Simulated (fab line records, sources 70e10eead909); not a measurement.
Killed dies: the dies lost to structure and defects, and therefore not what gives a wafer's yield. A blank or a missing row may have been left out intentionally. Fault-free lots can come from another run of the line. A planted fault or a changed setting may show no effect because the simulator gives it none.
fab line records	flow nandHarc	part 1 of 2: steps 1 to 4 of 6
[record] lots = 24	wafers = 72	lastDay = 24
route steps=1159 shown P_M2@340 P_BONDPAD@386 A_START@389 A_CHANNEL_HOLE_D1@484 A_STAIRCASE@530
lots that met no fault: taken from a fault-free run of the same line
startH: hours from the record's first day to the start of the lot's first wafer shown	waitH: hours elapsed since this lot's preceding step	" identical to the entry in the row above	L1.1+2: one row covering several wafers at once	- no value present, or no start provided	* or withheld: withheld	< > ~ a bound
route shown NAME@n: a module of which the file shows steps, and the number in the route of the first	usual: average and standard deviation across the fault-free wafers	same: alike in all rows	chamber/n: place in a boat	sites: readings site by site	_std_site: the values' standard deviation	_edge_site: inner sites' mean taken away from outer sites' mean	radiusMm: for every site, how far away it sits from the centre of the wafer	mask NAME#n: copy n	behind: the most recent tool/chamber to have shaped the wafer	hold: why the lot was held/for how many hours/how that ended	device: which transistor (n, p or np) failed to switch	end of line: at the end of the route, the tests of the same wafers	a step with no rows: only its recipe	killed: not the wafer's yield, but the dies lost to structure and defects at the first sort	map: dies across one wafer; x = killed, . = not, _ = none there
set.NAME: setting as actually run; set.NAME@STEP: the setting as run at that earlier step	model.NAME: the simulator's own value behind a step, which no gauge read
route steps across a sampled set of lots; one table per step, one row per wafer
services: when a tool's chamber went out of use (startH, in hours from the record's first day, below 0 if earlier), for how many hours, and the reason
[[steps]]
[step NHARC_P_M2_PVD_20]
[recipe] targetThkA = 50	biasV = 168.6	powerW = 15000	chamberPressurePa = 0.12	timeS = 8.06	substrateTempC = 50	material = TaN
[usual] substrateTempC = 50.01/0.11	throttleValvePct = 29.9/1.3
lot.wafer	tool	chamber	startH	waitH	substrateTempC	throttleValvePct
L074.3	pvdSputter-02	-	-	-	49.96	29.3
L074.2	"	-	"	"	50.04	31.0
L074.1	"	-	"	"	49.97	30.9
L076.1	pvdSputter-03	-	-	-	49.88	31.0
L076.2	"	-	"	"	49.98	30.7
L076.3	"	-	"	"	49.94	31.0
L075.3	pvdSputter-03	-	-	-	49.94	30.9
L075.2	"	-	"	"	50.08	28.0
L075.5	"	-	"	"	50.06	31.0
L077.3	pvdSputter-03	-	-	-	49.91	30.8
L077.2	"	-	"	"	50.05	30.9
L077.5	"	-	"	"	49.80	30.9
L078.4	pvdSputter-02	-	-	-	50.09	29.1
L078.2	"	-	"	"	50.02	29.2
L078.5	"	-	"	"	49.99	31.0
L079.2	pvdSputter-02	-	-	-	50.30	31.1
L079.6	"	-	"	"	49.92	29.0
L079.5	"	-	"	"	50.17	30.7
L080.4	pvdSputter-03	-	-	-	50.16	30.5
L080.1	"	-	"	"	49.86	28.0
L080.2	"	-	"	"	50.06	30.8
L081.3	pvdSputter-03	-	-	-	49.93	30.5
L081.6	"	-	"	"	50.19	27.8
L081.5	"	-	"	"	49.81	30.9
L082.4	pvdSputter-03	-	-	-	50.13	30.7
L082.1	"	-	"	"	49.95	27.8
L082.5	"	-	"	"	49.98	30.6
L083.1	pvdSputter-02	-	-	-	49.95	31.0
L083.6	"	-	"	"	50.06	29.1
L083.5	"	-	"	"	49.94	30.8
L085.3	pvdSputter-02	-	-	-	50.00	30.7
L085.2	"	-	"	"	50.02	28.7
L085.5	"	-	"	"	50.03	30.8
L084.4	pvdSputter-03	-	-	-	50.15	30.3
L084.6	"	-	"	"	49.98	30.9
L084.5	"	-	"	"	50.20	30.1
L086.2	pvdSputter-02	-	-	-	49.92	31.1
L086.1	"	-	"	"	49.94	29.1
L086.3	"	-	"	"	50.08	30.8
L087.3	pvdSputter-01	-	-	-	49.97	27.0
L087.5	"	-	"	"	49.98	29.3
L087.6	"	-	"	"	50.06	30.3
L088.3	pvdSputter-01	-	-	-	50.29	32.3
L088.5	"	-	"	"	50.06	27.1
L088.6	"	-	"	"	50.10	29.5
L089.3	pvdSputter-03	-	-	-	50.12	30.8
L089.2	"	-	"	"	50.13	30.4
L089.5	"	-	"	"	49.92	31.0
L091.1	pvdSputter-03	-	-	-	49.91	30.9
L091.3	"	-	"	"	49.88	30.9
L091.4	"	-	"	"	50.03	28.1
L090.4	pvdSputter-03	-	-	-	50.13	30.9
L090.1	"	-	"	"	50.18	30.4
L090.5	"	-	"	"	50.16	30.7
L092.1	pvdSputter-01	-	-	-	49.87	32.1
L092.4	"	-	"	"	50.07	27.4
L092.2	"	-	"	"	49.94	30.4
L093.3	pvdSputter-01	-	-	-	49.93	30.3
L093.1	"	-	"	"	50.06	32.5
L093.6	"	-	"	"	49.82	27.0
L094.4	pvdSputter-03	-	-	-	50.13	30.9
L094.3	"	-	"	"	49.92	28.0
L094.2	"	-	"	"	50.00	30.8
L095.3	pvdSputter-02	-	-	-	49.97	29.5
L095.6	"	-	"	"	50.00	29.7
L095.5	"	-	"	"	50.14	30.4
L096.1	pvdSputter-01	-	-	-	50.12	29.2
L096.6	"	-	"	"	50.06	29.2
L096.5	"	-	"	"	49.99	30.5
L097.1	pvdSputter-02	-	-	-	49.97	29.5
L097.3	"	-	"	"	49.95	29.9
L097.2	"	-	"	"	50.13	30.3
[step NHARC_P_BONDPAD_ACTIVATE_29]
[recipe] timeS = 60	n2FlowSccm = 200	arFlowSccm = 0	biasPowerW = 0	chemistry = N2
[usual] drypumpMotorCurrentA = 5.7/0.51	oesProductAu = 1.006/0.0073	rfVppV = 64.6/0.8	showerheadPlenumPTorr = 1.85/0.031
lot.wafer	tool	chamber	startH	waitH	drypumpMotorCurrentA	oesProductAu	rfHoursCounterH	rfVppV	showerheadPlenumPTorr
L074.1	rieDiel-04	2	134.80	0.1	5.6	1.017	1	64.3	1.89
L074.3	"	3	"	"	6.2	1.007	1	64.6	1.85
L074.2	"	0	"	"	4.8	1.002	1	63.0	1.81
L076.3	rieDiel-07	0	142.01	0.1	5.3	1.014	29	64.6	1.83
L076.2	"	1	"	"	6.6	0.998	29	63.0	1.77
L076.1	"	2	"	"	6.1	1.005	29	62.8	1.74
L075.3	rieDiel-04	3	145.66	0.1	6.2	1.005	4	65.0	1.85
L075.2	"	0	"	"	4.8	0.997	4	65.2	1.81
L075.5	"	0	"	"	4.9	1.004	-	64.3	1.81
L077.3	rieDiel-04	0	147.06	0.1	4.9	1.002	4	63.2	1.81
L077.2	"	3	"	"	6.2	0.997	4	65.1	1.85
L077.5	"	0	"	"	4.8	0.996	-	63.4	1.81
L078.2	rieDiel-04	3	159.95	0.1	6.2	1.014	5	64.0	1.85
L078.4	"	0	"	"	4.8	1.003	5	64.8	1.81
L078.5	"	2	"	"	5.7	1.011	-	64.2	1.88
L079.2	rieDiel-04	3	160.94	0.1	6.2	0.999	5	64.8	1.85
L079.6	"	1	"	"	6.0	1.002	-	64.8	1.86
L079.5	"	2	"	"	5.6	1.001	-	66.5	1.88
L080.2	rieDiel-04	3	161.72	0.1	6.2	1.004	5	64.2	1.85
L080.4	"	0	"	"	4.8	1.003	5	65.0	1.81
L080.1	"	1	"	"	5.9	1.015	1	64.8	1.86
L081.3	rieDiel-04	2	170.14	0.2	5.6	1.006	6	63.5	1.88
L081.6	"	3	"	"	6.2	0.996	-	63.7	1.85
L081.5	"	0	"	"	4.8	0.995	-	65.5	1.81
L082.4	rieDiel-04	2	178.31	0.1	5.6	1.014	7	63.7	1.88
L082.1	"	3	"	"	6.2	1.017	7	64.0	1.85
L082.5	"	3	"	"	6.2	1.014	-	65.8	1.85
L083.1	rieDiel-04	1	184.81	0.1	5.9	1.020	3	65.0	1.86
L083.5	"	0	"	"	4.8	0.998	-	65.3	1.81
L083.6	"	1	"	"	5.9	1.013	-	66.8	1.86
L085.2	rieDiel-04	3	193.85	0.1	6.2	1.009	8	64.0	1.85
L085.3	"	1	"	"	5.9	1.018	4	65.9	1.86
L085.5	"	3	"	"	6.2	1.007	-	63.5	1.85
L084.4	rieDiel-04	3	195.39	0.1	6.2	1.008	8	64.5	1.85
L084.6	"	3	"	"	6.2	1.024	-	64.4	1.85
L084.5	"	0	"	"	4.9	1.015	-	63.6	1.81
L086.1	rieDiel-04	1	207.56	0.1	5.9	1.006	6	65.2	1.86
L086.2	"	3	"	"	6.2	1.008	10	64.3	1.85
L086.3	"	0	"	"	4.8	0.995	9	65.0	1.81
L087.3	rieDiel-04	3	208.82	0.1	6.2	0.998	10	64.4	1.85
L087.5	"	3	"	"	6.2	1.003	-	65.5	1.85
L087.6	"	0	"	"	4.8	1.007	-	64.3	1.81
L088.3	rieDiel-04	1	228.74	0.1	5.9	1.007	8	64.5	1.86
L088.6	"	2	"	"	5.6	1.011	-	64.4	1.88
L088.5	"	3	"	"	6.2	1.002	-	64.4	1.85
L089.2	rieDiel-04	1	230.51	0.1	5.9	1.010	8	63.6	1.86
L089.3	"	2	"	"	5.6	1.011	13	65.7	1.88
L089.5	"	0	"	"	4.8	1.012	-	64.8	1.80
L091.3	rieDiel-04	2	233.65	0.1	5.6	1.010	13	64.5	1.88
L091.1	"	3	"	"	6.2	0.999	13	65.3	1.85
L091.4	"	0	"	"	4.8	0.994	13	64.6	1.80
L090.1	rieDiel-04	0	234.59	0.1	4.8	1.004	13	65.1	1.80
L090.4	"	1	"	"	5.9	1.007	9	64.6	1.86
L090.5	"	3	"	"	6.2	1.000	-	65.5	1.85
L092.1	rieDiel-04	1	237.38	0.1	5.9	1.009	9	65.1	1.86
L092.4	"	3	"	"	6.2	1.007	13	65.0	1.85
L092.2	"	0	"	"	4.8	1.002	13	63.3	1.80
L093.1	rieDiel-04	2	240.32	0.1	5.6	1.006	14	63.7	1.88
L093.3	"	3	"	"	6.2	1.006	14	65.5	1.85
L093.6	"	2	"	"	5.6	1.014	-	65.5	1.88
L094.2	rieDiel-04	1	251.60	0.1	5.9	1.004	11	63.9	1.86
L094.3	"	2	"	"	5.7	1.010	15	65.2	1.88
L094.4	"	0	"	"	4.8	1.005	14	63.3	1.80
L095.3	rieDiel-04	1	262.23	0.1	5.9	1.001	11	64.0	1.86
L095.6	"	1	"	"	5.9	0.999	-	64.1	1.86
L095.5	"	2	"	"	5.7	1.011	-	64.0	1.88
L096.1	rieDiel-04	0	263.03	0.1	4.8	0.997	15	63.7	1.80
L096.5	"	1	"	"	5.9	1.015	-	64.6	1.86
L096.6	"	2	"	"	5.6	1.024	-	65.4	1.88
L097.3	rieDiel-04	1	268.23	0.1	5.9	1.000	12	64.1	1.86
L097.1	"	2	"	"	5.6	1.023	16	65.5	1.88
L097.2	"	0	"	"	4.9	0.996	16	65.1	1.80
[step NHARC_A_START_INSPECT_01]
[usual] rawDefectCount = 3.4/1.7
lot.wafer	tool	chamber	startH	waitH	rawDefectCount
L074.1	defectInspect-02	-	135.23	-	6
L074.2	"	-	"	"	3
L074.3	"	-	"	"	3
L076.1	defectInspect-01	-	142.40	-	4
L076.2	"	-	"	"	2
L076.3	"	-	"	"	1
L075.2	defectInspect-02	-	146.08	-	5
L075.3	"	-	"	"	6
L075.5	"	-	"	"	3
L077.2	defectInspect-02	-	147.49	-	6
L077.3	"	-	"	"	4
L077.5	"	-	"	"	6
L078.2	defectInspect-01	-	160.36	-	7
L078.4	"	-	"	"	4
L078.5	"	-	"	"	2
L079.2	defectInspect-01	-	161.32	-	4
L079.5	"	-	"	"	4
L079.6	"	-	"	"	3
L080.1	defectInspect-01	-	162.13	-	3
L080.2	"	-	"	"	2
L080.4	"	-	"	"	2
L081.3	defectInspect-02	-	170.52	-	1
L081.5	"	-	"	"	4
L081.6	"	-	"	"	4
L082.1	defectInspect-02	-	178.71	-	0
L082.4	"	-	"	"	5
L082.5	"	-	"	"	1
L083.1	defectInspect-01	-	185.20	-	4
L083.5	"	-	"	"	7
L083.6	"	-	"	"	2
L085.2	defectInspect-02	-	194.25	-	7
L085.3	"	-	"	"	1
L085.5	"	-	"	"	3
L084.4	defectInspect-01	-	195.80	-	1
L084.5	"	-	"	"	1
L084.6	"	-	"	"	3
L086.1	defectInspect-02	-	207.97	-	4
L086.2	"	-	"	"	2
L086.3	"	-	"	"	4
L087.3	defectInspect-02	-	209.23	-	4
L087.5	"	-	"	"	4
L087.6	"	-	"	"	1
L088.3	defectInspect-01	-	229.11	-	5
L088.5	"	-	"	"	0
L088.6	"	-	"	"	8
L089.2	defectInspect-02	-	230.90	-	7
L089.3	"	-	"	"	4
L089.5	"	-	"	"	4
L091.1	defectInspect-01	-	234.06	-	5
L091.3	"	-	"	"	2
L091.4	"	-	"	"	3
L090.1	defectInspect-01	-	234.99	-	3
L090.4	"	-	"	"	2
L090.5	"	-	"	"	4
L092.1	defectInspect-02	-	237.78	-	4
L092.2	"	-	"	"	2
L092.4	"	-	"	"	4
L093.1	defectInspect-02	-	240.73	-	6
L093.3	"	-	"	"	2
L093.6	"	-	"	"	1
L094.2	defectInspect-02	-	252.01	-	2
L094.3	"	-	"	"	3
L094.4	"	-	"	"	1
L095.3	defectInspect-02	-	262.64	-	4
L095.5	"	-	"	"	5
L095.6	"	-	"	"	4
L096.1	defectInspect-02	-	263.40	-	3
L096.5	"	-	"	"	4
L096.6	"	-	"	"	2
L097.1	defectInspect-02	-	268.65	-	3
L097.2	"	-	"	"	3
L097.3	"	-	"	"	4
[step NHARC_A_CHANNEL_HOLE_D1_STRIP_27]
[recipe] o2FlowSccm = 500	arFlowSccm = 0	biasW = 0	chemistry = O2
[usual] drypumpMotorCurrentA = 5.6/0.42	oesProductAu = 0.999/0.0098	rfVppV = 57.9/0.91	showerheadPlenumPTorr = 3.55/0.14	throttleValvePct = 17.036/0.0091
lot.wafer	tool	chamber	startH	waitH	drypumpMotorCurrentA	oesProductAu	rfHoursCounterH	rfVppV	showerheadPlenumPTorr	throttleValvePct
L074.2	rieDiel-05	1	-	-	6.3	0.995	0	58.4	3.60	17.043
L074.3	"	2	"	"	5.0	1.005	0	57.3	3.46	17.062
L074.1	"	0	"	"	6.0	0.993	0	58.7	3.66	17.030
L076.3	rieDiel-09	1	-	-	5.2	1.000	6	56.9	3.78	17.021
L076.2	"	2	"	"	5.8	1.006	6	57.0	3.45	17.048
L076.1	"	3	"	"	5.5	0.984	4	56.5	3.70	17.044
L075.2	rieDiel-05	3	-	-	5.2	1.010	2	57.9	3.68	17.043
L075.3	"	1	"	"	6.4	0.999	2	56.6	3.60	17.027
L075.5	"	3	"	"	5.2	1.001	-	58.0	3.68	17.032
L077.3	rieDiel-09	1	-	-	5.2	0.991	6	58.6	3.78	17.037
L077.2	"	2	"	"	5.7	1.009	6	56.9	3.45	17.052
L077.5	"	1	"	"	5.2	0.991	-	58.4	3.78	17.046
L079.2	rieDiel-05	2	-	-	5.1	0.998	3	58.2	3.46	17.025
L079.6	"	2	"	"	5.0	1.012	-	57.0	3.46	17.026
L079.5	"	3	"	"	5.2	0.998	-	58.8	3.68	17.049
L080.1	rieDiel-09	3	-	-	5.4	0.979	6	59.5	3.69	17.036
L080.2	"	1	"	"	5.2	1.003	8	58.3	3.78	17.038
L080.4	"	2	"	"	5.7	1.017	-	57.3	3.45	17.026
L078.2	rieDiel-09	1	-	-	5.2	0.996	8	58.7	3.78	17.037
L078.4	"	2	"	"	5.7	1.009	-	57.7	3.45	17.045
L078.5	"	3	"	"	5.5	0.975	-	57.8	3.69	17.042
L081.3	rieDiel-08	3	-	-	5.4	0.997	7	57.3	3.53	17.030
L081.6	"	2	"	"	5.5	0.995	-	57.6	3.42	17.048
L081.5	"	3	"	"	5.4	0.997	-	58.1	3.53	17.046
L082.4	rieDiel-05	2	-	-	5.0	1.000	5	58.2	3.46	17.047
L082.1	"	3	"	"	5.2	1.004	5	58.2	3.68	17.029
L082.5	"	2	"	"	5.0	1.001	-	56.1	3.46	17.041
L083.1	rieDiel-08	0	-	-	5.6	0.994	9	59.2	3.35	17.031
L083.5	"	1	"	"	6.1	0.992	-	58.8	3.35	17.034
L083.6	"	2	"	"	5.5	0.985	-	57.3	3.42	17.054
L085.2	rieDiel-09	2	-	-	5.7	1.009	9	55.6	3.45	17.028
L085.3	"	3	"	"	5.4	0.976	8	57.4	3.69	17.027
L085.5	"	3	"	"	5.5	0.979	-	58.5	3.69	17.014
L084.4	rieDiel-05	1	-	-	6.4	1.007	6	58.0	3.60	17.037
L084.6	"	0	"	"	6.1	0.991	-	57.2	3.66	17.038
L084.5	"	1	"	"	6.4	1.010	-	57.6	3.60	17.018
L086.2	rieDiel-05	2	-	-	5.0	0.997	7	59.3	3.45	17.047
L086.3	"	3	"	"	5.2	1.003	7	57.3	3.68	17.034
L086.1	"	0	"	"	6.0	1.000	7	58.9	3.66	17.028
L087.3	rieDiel-08	1	-	-	6.1	0.998	8	57.0	3.35	17.034
L087.5	"	1	"	"	6.1	0.998	-	58.0	3.35	17.013
L087.6	"	2	"	"	5.5	1.004	-	56.7	3.42	17.029
L089.2	rieDiel-09	1	-	-	5.2	0.996	1	59.3	3.77	17.042
L089.3	"	3	"	"	5.4	0.992	1	58.5	3.69	17.037
L089.5	"	3	"	"	5.5	0.984	-	58.5	3.69	17.036
L088.3	rieDiel-08	2	-	-	5.5	1.007	10	57.3	3.42	17.040
L088.6	"	2	"	"	5.5	1.015	-	57.9	3.42	17.030
L088.5	"	3	"	"	5.4	0.994	-	58.0	3.52	17.035
L093.3	rieDiel-08	1	-	-	6.1	0.994	10	57.1	3.35	17.047
L093.1	"	2	"	"	5.5	1.010	11	57.8	3.41	17.039
L093.6	"	0	"	"	5.7	1.004	-	57.8	3.35	17.038
L091.3	rieDiel-09	2	-	-	5.7	1.006	2	57.4	3.44	17.029
L091.1	"	3	"	"	5.5	0.995	2	58.6	3.69	17.044
L091.4	"	3	"	"	5.4	0.982	-	58.8	3.69	17.028
L092.1	rieDiel-08	3	-	-	5.4	0.982	11	58.8	3.52	17.028
L092.2	"	0	"	"	5.6	1.004	11	56.5	3.35	17.052
L092.4	"	2	"	"	5.5	1.008	11	58.3	3.41	17.038
L090.1	rieDiel-05	1	-	-	6.4	0.993	10	57.3	3.60	17.040
L090.4	"	2	"	"	5.0	0.990	10	58.5	3.45	17.032
L090.5	"	0	"	"	6.0	1.005	-	60.2	3.65	17.027
L094.2	rieDiel-09	3	-	-	5.4	0.987	4	57.8	3.69	17.039
L094.3	"	1	"	"	5.2	0.999	4	58.3	3.77	17.031
L094.4	"	2	"	"	5.7	1.010	-	56.7	3.44	17.034
L096.1	rieDiel-05	1	-	-	6.4	0.991	12	59.1	3.60	17.047
L096.5	"	3	"	"	5.2	0.991	-	59.4	3.67	17.041
L096.6	"	0	"	"	6.1	0.990	-	58.1	3.65	17.032
L095.3	rieDiel-08	3	-	-	5.4	0.990	0	58.1	3.52	17.025
L095.5	"	0	"	"	5.6	1.007	-	56.6	3.35	17.045
L095.6	"	1	"	"	6.1	1.020	-	56.5	3.35	17.032
L097.3	rieDiel-05	1	-	-	6.4	0.999	13	57.1	3.60	17.042
L097.2	"	2	"	"	5.0	0.999	13	56.3	3.45	17.029
L097.1	"	3	"	"	5.2	0.998	13	59.0	3.67	17.053
